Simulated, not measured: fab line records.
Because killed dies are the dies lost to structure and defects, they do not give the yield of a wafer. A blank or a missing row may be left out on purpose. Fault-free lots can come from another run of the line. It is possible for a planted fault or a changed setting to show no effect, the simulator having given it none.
fab line records	flow n5Finfet
record: lots: 7	wafers: 21
route steps=1938 shown DUMMY_GATE@243 SD_EPI_P@301 HKMG_FIN@403 GATE_CUT@500 MOL_CONTACT_COAG@565 BEOL_M0_SAQP@636
startH: the number of hours between the record's first day and the start of the first shown wafer of the lot	waitH: time in hours since the lot's previous step	" same as the row above	L1.1+2: a row that stands for several wafers	- value missing, or start not given	* or withheld: withheld	< > ~ a bound
route shown NAME@n: a module of which the file shows steps, and the number in the route of the first	usual: the fault-free wafers' mean and standard deviation	same: alike in all rows	chamber/n: place in a boat	sites: the reading at each site	_std_site: standard deviation across them	_edge_site: the outer-site mean with the inner-site mean subtracted	radiusMm: how far each site lies from the wafer's centre	mask NAME#n: copy n	behind: tool/chamber where the wafer was last shaped	hold: the reason the lot was held/the length of the hold in hours/how it ended	device: transistor that didn't switch, given as n, p or np	end of line: at the end of the route, the tests of the same wafers	a step with no rows: only its recipe	killed: the dies lost at the first sort to structure and to defects; this is not the yield of the wafer	map: per-die view of a wafer (x killed, . not killed, _ where there is no die)
set.NAME: the setting the step ran with; set.NAME@STEP: the setting that earlier step ran with	model.NAME: the simulator's own value behind a step, which no gauge read
lots where settings were altered on purpose, with a table for each step and a row for each wafer
== steps ==
step: N5_DUMMY_GATE_ETCH_31
recipe: chemistry: C4F6/O2	target: SiO2	maskMaterial: SOC	targetDepthA: 825	timeS: 27.5	ionEnergyEv: 250	pressureMtorr: 30	sourceW: 345	biasW: 185	Ar_flow_sccm: 300	C4F6_flow_sccm: 10	O2_flow_sccm: 10
lot.wafer	tool	chamber	startH	waitH	set.targetDepthA	model.etch.depthNm
L074.1	rieDiel-03	1	45.92	0.0	825	84.04
L074.3	"	2	"	"	862.2	84.96
L074.5	"	2	"	"	825	81.38
L078.3	rieDiel-03	3	72.36	0.1	910.9	90.11
L078.4	"	1	"	"	825	84.34
L078.5	"	2	"	"	910.9	90.36
L079.1	rieDiel-03	2	78.27	0.0	825	81.85
L079.4	"	0	"	"	825	84.13
L079.5	"	1	"	"	825	83.68
L086.3	rieDiel-03	0	120.56	0.0	756.7	77.81
L086.4	"	2	"	"	756.7	74.66
L086.6	"	0	"	"	825	85.16
L090.1	rieDiel-04	1	144.69	0.0	825	78.04
L090.5	"	2	"	"	773	77.14
L090.6	"	1	"	"	825	77.75
L091.1	rieDiel-06	0	154.19	0.2	825	81.63
L091.3	"	1	"	"	777.7	78.34
L091.5	"	0	"	"	825	82.25
L094.1	rieDiel-06	1	168.37	0.0	825	84.47
L094.3	"	2	"	"	923.6	90.63
L094.6	"	2	"	"	923.6	91.06
step: N5_SD_EPI_P_PEB_07
recipe: pebTempC: 110	pebTimeS: 60	resist: CAR-ArF-block
lot.wafer	tool	chamber	startH	waitH	set.pebTimeS
L074.1	lithoTrack-03	0	52.97	0.1	52.56
L074.3+5	"	0	"	"	60
L078.3+5	lithoTrack-02	0	80.34	0.0	60
L078.4	"	0	"	"	55.84
L079.1+4+5	lithoTrack-02	0	85.33	0.1	60
L086.3+6	lithoTrack-03	0	127.85	0.0	49.71
L086.4	"	0	"	"	60
L090.1+5+6	lithoTrack-03	0	153.22	0.1	60
L091.1	lithoTrack-02	0	161.09	0.1	60
L091.3+5	"	0	"	"	72.8
L094.1+6	lithoTrack-05	0	174.67	0.1	60
L094.3	"	0	"	"	65.15
step: N5_SD_EPI_P_DEVELOP_08
recipe: developTimeS: 30	developer: TMAH	resist: CAR-ArF-block	devTempC: 23	rinseLiquid: diw	dry: airSpin
lot.wafer	tool	chamber	startH	waitH	set.developTimeS
L074.1	lithoTrack-03	0	-	-	30
L074.3+5	"	0	"	"	24.62
L078.3+4	lithoTrack-02	0	-	-	30
L078.5	"	0	"	"	35.93
L079.1+4+5	lithoTrack-02	0	-	-	30
L086.3	lithoTrack-03	0	-	-	24.03
L086.4+6	"	0	"	"	30
L090.1+6	lithoTrack-03	0	-	-	30
L090.5	"	0	"	"	31.78
L091.1+3	lithoTrack-02	0	-	-	30
L091.5	"	0	"	"	24.23
L094.1+6	lithoTrack-05	0	-	-	34.98
L094.3	"	0	"	"	30
step: N5_SD_EPI_P_CD_MEAS_09
recipe: targetCdNm: 240	landingEnergyEv: 500	detector: seInlens
usual: cdNm: 239.8/0.93
lot.wafer	tool	chamber	startH	waitH	set.pebTimeS@SD_EPI_P_PEB_07	cdNm
L074.1	cdSem-02	0	53.04	-	52.56	233.0
L074.3	"	0	"	"	60	237.6
L074.5	"	0	"	"	60	238.4
L078.3	cdSem-01	0	80.40	-	60	239.0
L078.4	"	0	"	"	55.84	238.0
L078.5	"	0	"	"	60	240.7
L079.1	cdSem-01	0	85.40	-	60	238.3
L079.4	"	0	"	"	60	238.8
L079.5	"	0	"	"	60	238.7
L086.3	cdSem-01	0	127.91	-	49.71	232.3
L086.4	"	0	"	"	60	239.2
L086.6	"	0	"	"	49.71	230.9
L090.1	cdSem-03	0	153.29	-	60	241.1
L090.5	"	0	"	"	60	240.2
L090.6	"	0	"	"	60	239.6
L091.1	cdSem-01	0	161.16	-	60	241.0
L091.3	"	0	"	"	72.8	246.3
L091.5	"	0	"	"	72.8	246.6
L094.1	cdSem-01	0	174.74	-	60	240.1
L094.3	"	0	"	"	65.15	242.1
L094.6	"	0	"	"	60	240.9
step: N5_SD_EPI_P_DESCUM_14
recipe: chemistry: O2	timeS: 7.9	sourcePowerW: 50	biasPowerW: 20	pressureMtorr: 20	rfFrequencyHz: 2.712e+07	tempC: 40	resist: CAR-ArF-block	o2FlowSccm: 225
lot.wafer	tool	chamber	startH	waitH	set.pebTimeS@SD_EPI_P_PEB_07	model.SD_EPI_P.cdNm
L074.1	rieDiel-03	1	53.65	0.6	52.56	233.2
L074.3	"	2	"	"	60	237.8
L074.5	"	1	"	"	60	238.2
L078.3	rieDiel-04	2	80.49	0.0	60	239.2
L078.4	"	0	"	"	55.84	238.4
L078.5	"	0	"	"	60	241
L079.1	rieDiel-03	2	85.49	0.0	60	238.4
L079.4+5	"	0,2	"	"	60	238.8
L086.3	rieDiel-04	2	128.34	0.4	49.71	232.6
L086.4	"	3	"	"	60	239
L086.6	"	1	"	"	49.71	231.2
L090.1	rieDiel-06	3	153.52	0.2	60	240.6
L090.5	"	2	"	"	60	240.4
L090.6	"	1	"	"	60	239.8
L091.1	rieDiel-04	0	161.25	0.0	60	241
L091.3	"	2	"	"	72.8	246.8
L091.5	"	2	"	"	72.8	246.4
L094.1	rieDiel-04	3	174.83	0.0	60	239.8
L094.3	"	2	"	"	65.15	241.6
L094.6	"	1	"	"	60	241.2
step: N5_HKMG_FIN_ETCH_55
recipe: chemistry: N2/H2	target: SOC	targetDepthA: 2400	tempC: 40	timeS: 300	ionEnergyEv: 200	maskMaterial: SiARC	pressureMtorr: 30	sourceW: 840	biasW: 150	n2FlowSccm: 200	h2FlowSccm: 200
usual: rfVppV: 524.8/2.5
lot.wafer	tool	chamber	startH	waitH	set.biasW	rfVppV
L074.1	rieDiel-05	1	71.55	0.0	150	529.1
L074.3	"	2	"	"	150	525.1
L074.5	"	3	"	"	131.9	485.9
L078.3	rieDiel-02	2	98.66	0.0	177	586.3
L078.4	"	0	"	"	150	524.8
L078.5	"	0	"	"	177	583.4
L079.1	rieDiel-05	0	102.80	0.0	150	522.5
L079.4	"	3	"	"	150	526.4
L079.5	"	2	"	"	150	525.4
L086.3	rieDiel-02	0	146.02	0.0	126.6	469.5
L086.4	"	2	"	"	150	527.7
L086.6	"	3	"	"	150	523.5
L090.1	rieDiel-05	0	172.80	0.0	150	523.8
L090.5	"	2	"	"	150	525.7
L090.6	"	3	"	"	150	524.0
L091.1	rieDiel-01	3	179.82	0.0	150	524.2
L091.3	"	0	"	"	150	520.0
L091.5	"	3	"	"	175.5	579.5
L094.1	rieDiel-05	3	192.20	0.0	150	524.6
L094.3	"	1	"	"	150	527.8
L094.6	"	1	"	"	150	526.7
step: N5_HKMG_FIN_COAT_30
recipe: resist: SiARC	tempC: 220	timeS: 60	spinRpm: 1500	resistThkNm: 35
lot.wafer	tool	chamber	startH	waitH	set.spinRpm	model.SiARC_of_HKMG_FIN_COAT_30.thkNm
L074.1	lithoTrack-02	0	-	-	1500	35.2
L074.3	"	0	"	"	1390	36.4
L074.5	"	0	"	"	1500	35
L078.3	lithoTrack-05	0	-	-	1568	34.2
L078.4	"	0	"	"	1568	34
L078.5	"	0	"	"	1500	35
L079.1+4+5	lithoTrack-05	0	-	-	1500	35
L086.3+4	lithoTrack-01	0	-	-	1500	35
L086.6	"	0	"	"	1417	36
L090.1	lithoTrack-01	0	-	-	1500	35
L090.5	"	0	"	"	1365	36.6
L090.6	"	0	"	"	1500	34.8
L091.1	lithoTrack-01	0	-	-	1500	35
L091.3	"	0	"	"	1423	35.6
L091.5	"	0	"	"	1500	34.8
L094.1+6	lithoTrack-05	0	-	-	1500	35
L094.3	"	0	"	"	1500	34.8
step: N5_HKMG_FIN_COAT_06
recipe: resist: CAR-ArF	spinRpm: 1500	resistThkNm: 90
step: N5_HKMG_FIN_EBR_08
recipe: solvent: PGMEA	ebrWidthMm: 1.5
step: N5_HKMG_FIN_DESCUM_17
recipe: chemistry: O2	timeS: 7.9	sourcePowerW: 50	biasPowerW: 20	pressureMtorr: 20	rfFrequencyHz: 2.712e+07	tempC: 40	resist: CAR-ArF	o2FlowSccm: 225
step: N5_HKMG_FIN_ETCH_31
recipe: chemistry: CF4	target: SiARC	targetDepthA: 455	maskMaterial: CAR-ArF	timeS: 75.8	ionEnergyEv: 80	pressureMtorr: 40	sourceW: 545	biasW: 36	Ar_flow_sccm: 100	cf4FlowSccm: 100	ends: cleared
lot.wafer	tool	chamber	startH	waitH	set.spinRpm@HKMG_FIN_COAT_30	model.etch.depthNm	model.CAR-ArF_of_HKMG_FIN_COAT_06.thkNm
L074.1	rieDiel-05	0	75.01	0.0	1500	35.13	50.6
L074.3	"	2	"	"	1390	36.36	49.4
L074.5	"	3	"	"	1500	34.98	51
L078.3	rieDiel-01	2	101.98	0.0	1568	34.19	51.4
L078.4	"	2	"	"	1568	34.07	51.6
L078.5	"	3	"	"	1500	34.99	50.6
L079.1	rieDiel-02	3	105.98	0.0	1500	34.91	50.8
L079.4	"	0	"	"	1500	34.98	50.6
L079.5	"	3	"	"	1500	34.92	50.6
L086.3	rieDiel-01	2	149.45	0.0	1500	35.05	50.8
L086.4	"	3	"	"	1500	34.96	50.6
L086.6	"	3	"	"	1417	36.07	49.6
L090.1	rieDiel-02	3	176.00	0.0	1500	34.95	50.4
L090.5	"	2	"	"	1365	36.63	49.4
L090.6	"	3	"	"	1500	34.85	51
L091.1	rieDiel-01	0	183.13	0.0	1500	34.93	51.2
L091.3	"	1	"	"	1423	35.63	50.4
L091.5	"	3	"	"	1500	34.84	51.2
L094.1	rieDiel-02	1	195.68	0.0	1500	34.95	51
L094.3	"	2	"	"	1500	34.9	51
L094.6	"	0	"	"	1500	35.06	50.6
step: N5_HKMG_FIN_ETCH_32
recipe: chemistry: N2/H2	target: SOC	targetDepthA: 2400	tempC: 40	timeS: 300	ionEnergyEv: 200	maskMaterial: SiARC	pressureMtorr: 30	sourceW: 840	biasW: 150	n2FlowSccm: 200	h2FlowSccm: 200
lot.wafer	tool	chamber	startH	waitH	set.spinRpm@HKMG_FIN_COAT_30	model.SiARC_of_HKMG_FIN_COAT_30.thkNm
L074.1	rieDiel-05	0	75.07	0.0	1500	20
L074.3	"	2	"	"	1390	23.2
L074.5	"	3	"	"	1500	20.8
L078.3	rieDiel-01	2	102.03	0.0	1568	21.4
L078.4	"	2	"	"	1568	21
L078.5	"	3	"	"	1500	21.8
L079.1	rieDiel-02	3	106.04	0.0	1500	20
L079.4	"	0	"	"	1500	20.4
L079.5	"	3	"	"	1500	19.8
L086.3	rieDiel-01	2	149.51	0.0	1500	22
L086.4	"	3	"	"	1500	21.4
L086.6	"	3	"	"	1417	22.6
L090.1	rieDiel-02	3	176.06	0.0	1500	20.2
L090.5	"	2	"	"	1365	23.6
L090.6	"	3	"	"	1500	20
L091.1	rieDiel-01	0	183.18	0.0	1500	21
L091.3	"	1	"	"	1423	22
L091.5	"	3	"	"	1500	21.6
L094.1	rieDiel-02	1	195.74	0.0	1500	22.2
L094.3	"	2	"	"	1500	21.8
L094.6	"	0	"	"	1500	20.6
step: N5_GATE_CUT_CUT_ETCH_53
recipe: chemistry: SF6/Cl2	target: W	maskMaterial: SiO2	targetDepthA: 792	pressureMtorr: 8	icpW: 900	biasW: 80	SF6_flow_sccm: 40	Cl2_flow_sccm: 60	ends: cleared
usual: etchRfOnTimeS: 26.2/0.71
lot.wafer	tool	chamber	startH	waitH	set.icpW	etchRfOnTimeS
L074.1	rieMetal-02	1	84.10	0.1	900	26.9
L074.3	"	1	"	"	1015	24.4
L074.5	"	0	"	"	900	27.3
L078.3	rieMetal-02	1	112.59	0.1	900	27.0
L078.4	"	0	"	"	900	27.5
L078.5	"	1	"	"	1046	23.5
L079.1	rieMetal-01	0	115.01	0.1	900	25.9
L079.4	"	1	"	"	900	26.5
L079.5	"	1	"	"	900	26.7
L086.3	rieMetal-03	1	158.17	0.1	900	25.5
L086.4	"	0	"	"	749.1	30.7
L086.6	"	0	"	"	749.1	30.9
L090.1	rieMetal-03	0	184.51	0.1	900	26.2
L090.5	"	0	"	"	900	26.3
L090.6	"	1	"	"	1039	22.1
L091.1	rieMetal-02	1	193.58	0.1	1012	24.1
L091.3	"	1	"	"	900	26.6
L091.5	"	0	"	"	1012	25.0
L094.1	rieMetal-03	0	205.09	0.1	900	25.9
L094.3	"	1	"	"	853.6	26.3
L094.6	"	0	"	"	900	26.4
step: N5_MOL_CONTACT_COAG_COAT_76
recipe: resist: SiARC	tempC: 220	timeS: 60	spinRpm: 1500	resistThkNm: 10
lot.wafer	tool	chamber	startH	waitH	set.spinRpm	model.SiARC_of_MOL_CONTACT_COAG_COAT_76.thkNm
L074.1+3+5	lithoTrack-02	0	-	-	1500	10
L078.3+4+5	lithoTrack-04	0	-	-	1500	10
L079.1+4+5	lithoTrack-04	0	-	-	1500	10
L086.3+4+6	lithoTrack-01	0	-	-	1500	10
L090.1	lithoTrack-04	0	-	-	1368	10.6
L090.5	"	0	"	"	1368	10.4
L090.6	"	0	"	"	1500	10
L091.1	lithoTrack-04	0	-	-	1500	10
L091.3+5	"	0	"	"	1567	9.8
L094.1	lithoTrack-04	0	-	-	1426	10.2
L094.3+6	"	0	"	"	1500	10
step: N5_MOL_CONTACT_COAG_EXPOSE_81
recipe: maskId: VG	na: 0.33	sourceShape: annular	sigmaInner: 0.3	sigmaOuter: 0.7	polarization: unpolarized	defocusNm: 0	doseMj: 59.5
lot.wafer	tool	chamber	startH	waitH	mask	set.doseMj
L074.1+3+5	euvScanner-02	0	99.93	-	VG#0	59.5
L078.3+4+5	euvScanner-01	0	128.77	-	VG#0	57.88
L079.1+4+5	euvScanner-01	0	129.11	-	VG#0	59.5
L086.3+4+6	euvScanner-02	0	175.78	-	VG#0	59.5
L090.1+6	euvScanner-01	0	197.28	-	VG#0	59.5
L090.5	"	0	"	"	VG#0	57.49
L091.1	euvScanner-02	0	207.63	-	VG#0	63.08
L091.3+5	"	0	"	"	VG#0	59.5
L094.1	euvScanner-02	0	219.95	-	VG#0	62.12
L094.3+6	"	0	"	"	VG#0	59.5
step: N5_MOL_CONTACT_COAG_PEB_82
recipe: pebTempC: 100	pebTimeS: 60	resist: CAR-EUV
step: N5_MOL_CONTACT_COAG_DEVELOP_83
recipe: developTimeS: 30	developer: TMAH	resist: CAR-EUV	rinseLiquid: surfactantRinse	dry: airSpin	devTempC: 23
step: N5_MOL_CONTACT_COAG_CD_MEAS_84
recipe: targetCdNm: 25.1	landingEnergyEv: 500	detector: seInlens	polarity: opening
usual: cdNm: 25.21/0.23
lot.wafer	tool	chamber	startH	waitH	set.doseMj@MOL_CONTACT_COAG_EXPOSE_81	cdNm
L074.1	cdSem-01	0	100.07	-	59.5	25.01
L074.3	"	0	"	"	59.5	25.28
L074.5	"	0	"	"	59.5	25.62
L078.3	cdSem-03	0	128.89	-	57.88	24.76
L078.4	"	0	"	"	57.88	24.77
L078.5	"	0	"	"	57.88	24.57
L079.1	cdSem-01	0	129.25	-	59.5	25.29
L079.4	"	0	"	"	59.5	24.95
L079.5	"	0	"	"	59.5	25.07
L086.3	cdSem-02	0	175.91	-	59.5	25.62
L086.4	"	0	"	"	59.5	25.37
L086.6	"	0	"	"	59.5	25.50
L090.1	cdSem-01	0	197.43	-	59.5	24.93
L090.5	"	0	"	"	57.49	24.41
L090.6	"	0	"	"	59.5	25.21
L091.1	cdSem-01	0	207.77	-	63.08	26.08
L091.3	"	0	"	"	59.5	25.09
L091.5	"	0	"	"	59.5	24.85
L094.1	cdSem-03	0	220.09	-	62.12	26.22
L094.3	"	0	"	"	59.5	25.40
L094.6	"	0	"	"	59.5	24.92
step: N5_MOL_CONTACT_COAG_DESCUM_88
recipe: chemistry: O2	timeS: 7	sourcePowerW: 50	biasPowerW: 20	pressureMtorr: 20	rfFrequencyHz: 2.712e+07	tempC: 40	resist: CAR-EUV	o2FlowSccm: 225
step: N5_MOL_CONTACT_COAG_ETCH_89
recipe: chemistry: N2/H2	target: underlayer	targetDepthA: 130	maskMaterial: CAR-EUV	timeS: 10.4	ionEnergyEv: 200	pressureMtorr: 30	sourceW: 840	biasW: 150	n2FlowSccm: 200	h2FlowSccm: 200	ends: cleared
step: N5_MOL_CONTACT_COAG_ETCH_90
recipe: chemistry: CF4	target: SiARC	targetDepthA: 130	maskMaterial: CAR-EUV	timeS: 21.7	ionEnergyEv: 80	pressureMtorr: 40	sourceW: 545	biasW: 36	Ar_flow_sccm: 100	cf4FlowSccm: 100	ends: cleared
lot.wafer	tool	chamber	startH	waitH	set.spinRpm@MOL_CONTACT_COAG_COAT_76	model.etch.depthNm
L074.1	rieDiel-05	1	100.46	0.0	1500	10.01
L074.3	"	2	"	"	1500	10.03
L074.5	"	0	"	"	1500	10.02
L078.3+5	rieDiel-01	3,1	129.07	0.0	1500	9.945
L078.4	"	1	"	"	1500	9.948
L079.1	rieDiel-02	0	129.43	0.0	1500	9.975
L079.4	"	3	"	"	1500	9.997
L079.5	"	2	"	"	1500	9.973
L086.3	rieDiel-01	1	176.08	0.0	1500	10
L086.4+6	"	3,0	"	"	1500	10.01
L090.1	rieDiel-02	3	197.81	0.0	1368	10.5
L090.5	"	3	"	"	1368	10.48
L090.6	"	2	"	"	1500	9.984
L091.1	rieDiel-01	2	207.95	0.0	1500	10.03
L091.3	"	3	"	"	1567	9.794
L091.5	"	1	"	"	1567	9.81
L094.1	rieDiel-01	0	220.27	0.0	1426	10.28
L094.3	"	3	"	"	1500	10.01
L094.6	"	3	"	"	1500	9.979
step: N5_BEOL_M0_SAQP_PECVD_96
recipe: material: a-Si	targetThkA: 450	tempC: 350	precursor: SiH4/He	pressureTorr: 3	rfW: 100	timeS: 45.2
lot.wafer	tool	chamber	startH	waitH	set.timeS	model.a-Si_of_BEOL_M0_SAQP_PECVD_96.thkNm
L074.1	pecvd-02	0	107.74	0.0	45.2	44.8
L074.3	"	2	"	"	39.19	39
L074.5	"	1	"	"	39.19	39.6
L078.3	pecvd-02	2	136.80	0.0	45.2	45.2
L078.4+5	"	0,1	"	"	45.2	45.4
L079.1	pecvd-03	0	139.88	0.0	45.2	44.4
L079.4	"	2	"	"	45.2	45.2
L079.5	"	0	"	"	45.2	45
L086.3	pecvd-03	2	184.41	0.0	45.2	44.6
L086.4	"	2	"	"	48.59	48.4
L086.6	"	0	"	"	45.2	45
L090.1	pecvd-04	1	207.39	0.0	45.2	45.6
L090.5	"	2	"	"	45.2	45
L090.6	"	0	"	"	45.2	45.2
L091.1	pecvd-04	2	216.81	0.0	45.2	44.6
L091.3	"	0	"	"	45.2	44.2
L091.5	"	0	"	"	47.08	46.8
L094.1	pecvd-04	2	229.09	0.0	45.2	45.2
L094.3	"	1	"	"	45.2	46
L094.6	"	2	"	"	40.7	41.2
== key ==
split: step: N5_DUMMY_GATE_ETCH_31	setting: targetDepthA	stated: 825	by: wafer
response: step: N5_DUMMY_GATE_ETCH_31	reading: model.etch.depthNm	change: +0.598	per: 1%	r: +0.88
split: step: N5_SD_EPI_P_PEB_07	setting: pebTimeS	stated: 60	by: wafer
response: step: N5_SD_EPI_P_CD_MEAS_09	reading: cdNm	change: +0.327	per: 1%	r: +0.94
response: step: N5_SD_EPI_P_DESCUM_14	reading: model.SD_EPI_P.cdNm	change: +0.314	per: 1%	r: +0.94
split: step: N5_SD_EPI_P_DEVELOP_08	setting: developTimeS	stated: 30	by: wafer
response none clear
split: step: N5_HKMG_FIN_ETCH_55	setting: biasW	stated: 150	by: wafer
response: step: N5_HKMG_FIN_ETCH_55	reading: rfVppV	change: +3.42	per: 1%	r: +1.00
split: step: N5_HKMG_FIN_COAT_30	setting: spinRpm	stated: 1500	by: wafer
response: step: N5_HKMG_FIN_COAT_30	reading: model.SiARC_of_HKMG_FIN_COAT_30.thkNm	change: -0.179	per: 1%	r: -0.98
response: step: N5_HKMG_FIN_ETCH_31	reading: model.etch.depthNm	change: -0.183	per: 1%	r: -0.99
response: step: N5_HKMG_FIN_ETCH_31	reading: model.CAR-ArF_of_HKMG_FIN_COAT_06.thkNm	change: +0.171	per: 1%	r: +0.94
response: step: N5_HKMG_FIN_ETCH_32	reading: model.SiARC_of_HKMG_FIN_COAT_30.thkNm	change: -0.298	per: 1%	r: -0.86
split: step: N5_GATE_CUT_CUT_ETCH_53	setting: icpW	stated: 900	by: wafer
response: step: N5_GATE_CUT_CUT_ETCH_53	reading: etchRfOnTimeS	change: *	per: 1%	r: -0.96
split: step: N5_MOL_CONTACT_COAG_COAT_76	setting: spinRpm	stated: 1500	by: wafer
response: step: N5_MOL_CONTACT_COAG_COAT_76	reading: model.SiARC_of_MOL_CONTACT_COAG_COAT_76.thkNm	change: -0.0516	per: 1%	r: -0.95
response: step: N5_MOL_CONTACT_COAG_ETCH_90	reading: model.etch.depthNm	change: -0.0564	per: 1%	r: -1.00
split: step: N5_MOL_CONTACT_COAG_EXPOSE_81	setting: doseMj	stated: 59.5	by: wafer
response: step: N5_MOL_CONTACT_COAG_CD_MEAS_84	reading: cdNm	change: +0.203	per: 1%	r: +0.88
split: step: N5_BEOL_M0_SAQP_PECVD_96	setting: timeS	stated: 45.2	by: wafer
response: step: N5_BEOL_M0_SAQP_PECVD_96	reading: model.a-Si_of_BEOL_M0_SAQP_PECVD_96.thkNm	change: +0.44	per: 1%	r: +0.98
